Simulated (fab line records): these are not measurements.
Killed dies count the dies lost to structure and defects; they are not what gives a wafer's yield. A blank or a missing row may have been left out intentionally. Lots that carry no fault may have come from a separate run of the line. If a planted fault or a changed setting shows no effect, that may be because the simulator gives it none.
fab line records :: flow nandHarc
[record]
  lots = 6
  wafers = 18
  lastDay = 24
route steps=1159 shown A_STAIRCASE@710
lots with no fault: from the same line, run without faults
startH: the number of hours between the record's first day and the start of the first shown wafer of the lot :: waitH: time in hours since the lot's previous step :: " identical to the entry in the row above :: L1.1+2: one row covering several wafers at once :: - either no value or no given start :: * or withheld: withheld :: < > ~ a bound
route shown NAME@n: names a module that has steps shown in the file, with the first one's number in the route :: usual: mean/standard deviation of fault-free wafers :: same: alike in all rows :: chamber/n: place in a boat :: sites: the reading at each site :: _std_site: their standard deviation :: _edge_site: the outer-site mean with the inner-site mean subtracted :: radiusMm: for every site, how far away it sits from the centre of the wafer :: mask NAME#n: copy n :: behind: tool/chamber where the wafer was last shaped :: hold: cause of the lot's hold/its duration in hours/its outcome :: device: names the non-switching transistor (n, p or np) :: end of line: tests of these same wafers at the route's end :: where a step has no rows: the recipe by itself :: killed: at the first sort, the dies lost to defects and structure; wafer yield is something else :: map: dies across one wafer; x = killed, . = not, _ = none there
set.NAME: the setting that was run; set.NAME@STEP: the one run at that earlier step :: model.NAME: the simulator's own value behind a step, which no gauge read
lots at selected steps of the route; one table per step, one row per wafer
services: from which hour (startH, from the record's first day; less than 0 if before it) a tool's chamber was out of use, for how many hours, and why
[[steps]]
[step NHARC_A_STAIRCASE_DEP_322]
[recipe]
  targetThkA = 38000
  tempC = 400
  targetThkNm = 3800
  teosFlowSccm = 200
  rfW = 500
  material = SiO2
[usual]
  heaterPowerW = 663/81
  rfFwdPowerW = 499.5/1.6
lot.wafer: L323.2
tool: pecvd-01
chamber: 0
startH: 277.61
waitH: 0.1
heaterPowerW: 607
rfFwdPowerW: 499.6

lot.wafer: L323.1
tool: pecvd-01
chamber: 1
startH: 277.61
waitH: 0.1
heaterPowerW: 703
rfFwdPowerW: 496.9

lot.wafer: L323.5
tool: pecvd-01
chamber: 0
startH: 277.61
waitH: 0.1
heaterPowerW: 587
rfFwdPowerW: 500.2

lot.wafer: L333.2
tool: pecvd-01
chamber: 0
startH: 344.60
waitH: 0.1
heaterPowerW: 591
rfFwdPowerW: 499.2

lot.wafer: L333.1
tool: pecvd-01
chamber: 2
startH: 344.60
waitH: 0.1
heaterPowerW: 754
rfFwdPowerW: 499.2

lot.wafer: L333.5
tool: pecvd-01
chamber: 2
startH: 344.60
waitH: 0.1
heaterPowerW: 729
rfFwdPowerW: 500.4

lot.wafer: L336.2
tool: pecvd-03
chamber: 2
startH: 357.12
waitH: 0.3
heaterPowerW: 673
rfFwdPowerW: 501.4

lot.wafer: L336.4
tool: pecvd-03
chamber: 1
startH: 357.12
waitH: 0.3
heaterPowerW: 549
rfFwdPowerW: 499.7

lot.wafer: L336.6
tool: pecvd-03
chamber: 2
startH: 357.12
waitH: 0.3
heaterPowerW: 581
rfFwdPowerW: 499.5

lot.wafer: L338.1
tool: pecvd-01
chamber: 2
startH: 391.39
waitH: 0.1
heaterPowerW: 903
rfFwdPowerW: 498.8

lot.wafer: L338.2
tool: pecvd-01
chamber: 1
startH: 391.39
waitH: 0.1
heaterPowerW: 750
rfFwdPowerW: 498.3

lot.wafer: L338.3
tool: pecvd-01
chamber: 2
startH: 391.39
waitH: 0.1
heaterPowerW: 733
rfFwdPowerW: 500.6

lot.wafer: L341.1
tool: pecvd-03
chamber: 0
startH: 402.15
waitH: 0.3
heaterPowerW: 791
rfFwdPowerW: 496.7

lot.wafer: L341.4
tool: pecvd-03
chamber: 1
startH: 402.15
waitH: 0.3
heaterPowerW: 534
rfFwdPowerW: 498.2

lot.wafer: L341.5
tool: pecvd-03
chamber: 2
startH: 402.15
waitH: 0.3
heaterPowerW: 591
rfFwdPowerW: 499.6

lot.wafer: L344.1
tool: pecvd-02
chamber: 0
startH: 418.67
waitH: 0.3
heaterPowerW: 644
rfFwdPowerW: 500.0

lot.wafer: L344.6
tool: pecvd-02
chamber: 1
startH: 418.67
waitH: 0.3
heaterPowerW: 628
rfFwdPowerW: 499.1

lot.wafer: L344.5
tool: pecvd-02
chamber: 0
startH: 418.67
waitH: 0.3
heaterPowerW: 592
rfFwdPowerW: 499.1
[step NHARC_A_STAIRCASE_ANNEAL_323]
[recipe]
  tempC = 750
  timeS = 1800
[step NHARC_A_STAIRCASE_DEP_325]
[recipe]
  targetThkA = 38000
  tempC = 400
  targetThkNm = 3800
  teosFlowSccm = 200
  rfW = 500
  material = SiO2
[usual]
  heaterPowerW = 654/79
  rfFwdPowerW = 499.8/1.4
lot.wafer: L323.2
tool: pecvd-03
chamber: 0
startH: 287.59
waitH: 0.2
heaterPowerW: 612
rfFwdPowerW: 498.6

lot.wafer: L323.1
tool: pecvd-03
chamber: 1
startH: 287.59
waitH: 0.2
heaterPowerW: 617
rfFwdPowerW: 500.2

lot.wafer: L323.5
tool: pecvd-03
chamber: 2
startH: 287.59
waitH: 0.2
heaterPowerW: 565
rfFwdPowerW: 500.6

lot.wafer: L333.1
tool: pecvd-02
chamber: 2
startH: 354.18
waitH: 0.1
heaterPowerW: 569
rfFwdPowerW: 497.1

lot.wafer: L333.2
tool: pecvd-02
chamber: 0
startH: 354.18
waitH: 0.1
heaterPowerW: 713
rfFwdPowerW: 500.6

lot.wafer: L333.5
tool: pecvd-02
chamber: 1
startH: 354.18
waitH: 0.1
heaterPowerW: 613
rfFwdPowerW: 500.2

lot.wafer: L336.2
tool: pecvd-01
chamber: 1
startH: 364.12
waitH: 0.1
heaterPowerW: 764
rfFwdPowerW: 499.5

lot.wafer: L336.4
tool: pecvd-01
chamber: 1
startH: 364.12
waitH: 0.1
heaterPowerW: 648
rfFwdPowerW: 498.7

lot.wafer: L336.6
tool: pecvd-01
chamber: 2
startH: 364.12
waitH: 0.1
heaterPowerW: 728
rfFwdPowerW: 497.8

lot.wafer: L338.3
tool: pecvd-01
chamber: 0
startH: 400.22
waitH: 0.1
heaterPowerW: 680
rfFwdPowerW: 499.1

lot.wafer: L338.2
tool: pecvd-01
chamber: 1
startH: 400.22
waitH: 0.1
heaterPowerW: 660
rfFwdPowerW: 499.6

lot.wafer: L338.1
tool: pecvd-01
chamber: 2
startH: 400.22
waitH: 0.1
heaterPowerW: 793
rfFwdPowerW: 499.9

lot.wafer: L341.1
tool: pecvd-03
chamber: 1
startH: 411.86
waitH: 0.1
heaterPowerW: 669
rfFwdPowerW: 501.3

lot.wafer: L341.4
tool: pecvd-03
chamber: 2
startH: 411.86
waitH: 0.1
heaterPowerW: 579
rfFwdPowerW: 501.3

lot.wafer: L341.5
tool: pecvd-03
chamber: 0
startH: 411.86
waitH: 0.1
heaterPowerW: 628
rfFwdPowerW: 501.5

lot.wafer: L344.1
tool: pecvd-02
chamber: 2
startH: 428.70
waitH: 0.1
heaterPowerW: 639
rfFwdPowerW: 501.0

lot.wafer: L344.6
tool: pecvd-02
chamber: 0
startH: 428.70
waitH: 0.1
heaterPowerW: 583
rfFwdPowerW: 501.4

lot.wafer: L344.5
tool: pecvd-02
chamber: 1
startH: 428.70
waitH: 0.1
heaterPowerW: 636
rfFwdPowerW: 502.8
[step NHARC_A_STAIRCASE_ANNEAL_326]
[recipe]
  tempC = 750
  timeS = 1800
[step NHARC_A_STAIRCASE_DEHYDRATE_433]
[recipe]
  tempC = 150
  timeS = 120
[step NHARC_A_STAIRCASE_HMDS_434]
[recipe]
  timeS = 30
[step NHARC_A_STAIRCASE_COAT_435]
[recipe]
  spinRpm = 1200
[step NHARC_A_STAIRCASE_SOFTBAKE_436]
[recipe]
  tempC = 135
  timeS = 170
[step NHARC_A_STAIRCASE_EBR_437]
[step NHARC_A_STAIRCASE_EXPOSE_438]
[recipe]
  na = 0.5
  doseMj = 28.97
  maskId = STAIR_REV
[usual]
  reticleTempC = 22.99/0.1
lot.wafer: L323.1
tool: krfScanner-02
chamber: 0
startH: 296.63
waitH: -
mask: STAIR_REV#0
reticleTempC: 22.94
model.A_STAIRCASE.overlayXNm: -3.18

lot.wafer: L323.2
tool: krfScanner-02
chamber: 0
startH: 296.63
waitH: -
mask: STAIR_REV#0
reticleTempC: 22.90
model.A_STAIRCASE.overlayXNm: -3.18

lot.wafer: L323.5
tool: krfScanner-02
chamber: 0
startH: 296.63
waitH: -
mask: STAIR_REV#0
reticleTempC: 22.85
model.A_STAIRCASE.overlayXNm: -3.18

lot.wafer: L333.1
tool: krfScanner-03
chamber: 0
startH: 362.77
waitH: -
mask: STAIR_REV#0
reticleTempC: 22.94
model.A_STAIRCASE.overlayXNm: 4.9

lot.wafer: L333.2
tool: krfScanner-03
chamber: 0
startH: 362.77
waitH: -
mask: STAIR_REV#0
reticleTempC: 22.93
model.A_STAIRCASE.overlayXNm: 4.9

lot.wafer: L333.5
tool: krfScanner-03
chamber: 0
startH: 362.77
waitH: -
mask: STAIR_REV#0
reticleTempC: 23.25
model.A_STAIRCASE.overlayXNm: 4.9

lot.wafer: L336.2
tool: krfScanner-02
chamber: 0
startH: 374.70
waitH: -
mask: STAIR_REV#0
reticleTempC: 22.87
model.A_STAIRCASE.overlayXNm: -6.857

lot.wafer: L336.4
tool: krfScanner-02
chamber: 0
startH: 374.70
waitH: -
mask: STAIR_REV#0
reticleTempC: 22.89
model.A_STAIRCASE.overlayXNm: -6.857

lot.wafer: L336.6
tool: krfScanner-02
chamber: 0
startH: 374.70
waitH: -
mask: STAIR_REV#0
reticleTempC: 22.90
model.A_STAIRCASE.overlayXNm: -6.857

lot.wafer: L338.1
tool: krfScanner-02
chamber: 0
startH: 409.72
waitH: -
mask: STAIR_REV#0
reticleTempC: 23.04
model.A_STAIRCASE.overlayXNm: 81.7

lot.wafer: L338.2
tool: krfScanner-02
chamber: 0
startH: 409.72
waitH: -
mask: STAIR_REV#0
reticleTempC: 23.10
model.A_STAIRCASE.overlayXNm: 81.7

lot.wafer: L338.3
tool: krfScanner-02
chamber: 0
startH: 409.72
waitH: -
mask: STAIR_REV#0
reticleTempC: 23.13
model.A_STAIRCASE.overlayXNm: 81.7

lot.wafer: L341.1
tool: krfScanner-02
chamber: 0
startH: 421.85
waitH: -
mask: STAIR_REV#0
reticleTempC: 23.12
model.A_STAIRCASE.overlayXNm: 65.19

lot.wafer: L341.4
tool: krfScanner-02
chamber: 0
startH: 421.85
waitH: -
mask: STAIR_REV#0
reticleTempC: 23.01
model.A_STAIRCASE.overlayXNm: 65.19

lot.wafer: L341.5
tool: krfScanner-02
chamber: 0
startH: 421.85
waitH: -
mask: STAIR_REV#0
reticleTempC: 23.09
model.A_STAIRCASE.overlayXNm: 65.19

lot.wafer: L344.1
tool: krfScanner-01
chamber: 0
startH: 440.18
waitH: -
mask: STAIR_REV#0
reticleTempC: 22.97
model.A_STAIRCASE.overlayXNm: -3.353

lot.wafer: L344.5
tool: krfScanner-01
chamber: 0
startH: 440.18
waitH: -
mask: STAIR_REV#0
reticleTempC: 23.01
model.A_STAIRCASE.overlayXNm: -3.353

lot.wafer: L344.6
tool: krfScanner-01
chamber: 0
startH: 440.18
waitH: -
mask: STAIR_REV#0
reticleTempC: 23.18
model.A_STAIRCASE.overlayXNm: -3.353
[step NHARC_A_STAIRCASE_PEB_439]
[recipe]
  pebTempC = 115
  pebTimeS = 130
[[services]]
tool: krfScanner-01
chamber: -
startH: 256.01
hours: 4.0
kind: pm

tool: pecvd-01
chamber: -
startH: 264.26
hours: 2.1
kind: repair

tool: krfScanner-03
chamber: -
startH: 280.62
hours: 1.7
kind: repair

tool: pecvd-03
chamber: -
startH: 292.23
hours: 13.0
kind: pm

tool: pecvd-02
chamber: -
startH: 300.15
hours: 1.2
kind: repair

tool: pecvd-03
chamber: -
startH: 321.24
hours: 4.4
kind: repair

tool: pecvd-02
chamber: -
startH: 334.53
hours: 13.0
kind: pm

tool: krfScanner-03
chamber: -
startH: 348.03
hours: 0.1
kind: repair

tool: krfScanner-03
chamber: -
startH: 348.16
hours: 4.0
kind: pm

tool: krfScanner-01
chamber: -
startH: 361.58
hours: 3.5
kind: repair

tool: pecvd-01
chamber: 0
startH: 363.24
hours: 29.6
kind: repair

tool: krfScanner-02
chamber: -
startH: 364.57
hours: 5.7
kind: repair

tool: pecvd-03
chamber: 1
startH: 364.95
hours: 9.8
kind: repair

tool: krfScanner-01
chamber: -
startH: 367.23
hours: 0.8
kind: repair

tool: krfScanner-01
chamber: -
startH: 376.06
hours: 0.8
kind: repair

tool: krfScanner-02
chamber: -
startH: 378.33
hours: 0.3
kind: repair

tool: krfScanner-02
chamber: -
startH: 382.00
hours: 4.0
kind: pm

tool: krfScanner-03
chamber: -
startH: 386.22
hours: 3.3
kind: repair

tool: krfScanner-02
chamber: -
startH: 404.43
hours: 1.7
kind: repair

tool: pecvd-01
chamber: -
startH: 418.11
hours: 13.0
kind: pm

tool: pecvd-01
chamber: 0
startH: 418.11
hours: 13.0
kind: ventCycle

tool: pecvd-01
chamber: 1
startH: 418.11
hours: 13.0
kind: ventCycle

tool: pecvd-01
chamber: 2
startH: 418.11
hours: 13.0
kind: ventCycle

tool: krfScanner-01
chamber: -
startH: 428.01
hours: 4.0
kind: pm
[[key]]
firstSign none at tools or gauges
[modelEffect]
  step = NHARC_A_STAIRCASE_EXPOSE_438
  value = A_STAIRCASE.overlayXNm
  without = -6.643
  struck = 73.44
metAt NHARC_A_STAIRCASE_EXPOSE_438
struckWafers L338.1,L338.2,L338.3,L341.1,L341.4,L341.5
testerLeftOut L338,L341
onsetBetween 374.70 409.72
[fault]
  kind = scannerMatchingOverlay
  tool = krfScanner-02
  chamber = -
  onsetH = 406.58
  steps = NHARC_A_STAIRCASE_EXPOSE_438
  offset = 80.087
// testerLeftOut: of these lots the tester's yield and bins aren't shown, on N5 and GAA mostly nor the transistor test; their killed dies are dies lost to structure and defects alone, not to doping, threshold or leakage, so they don't give the yield
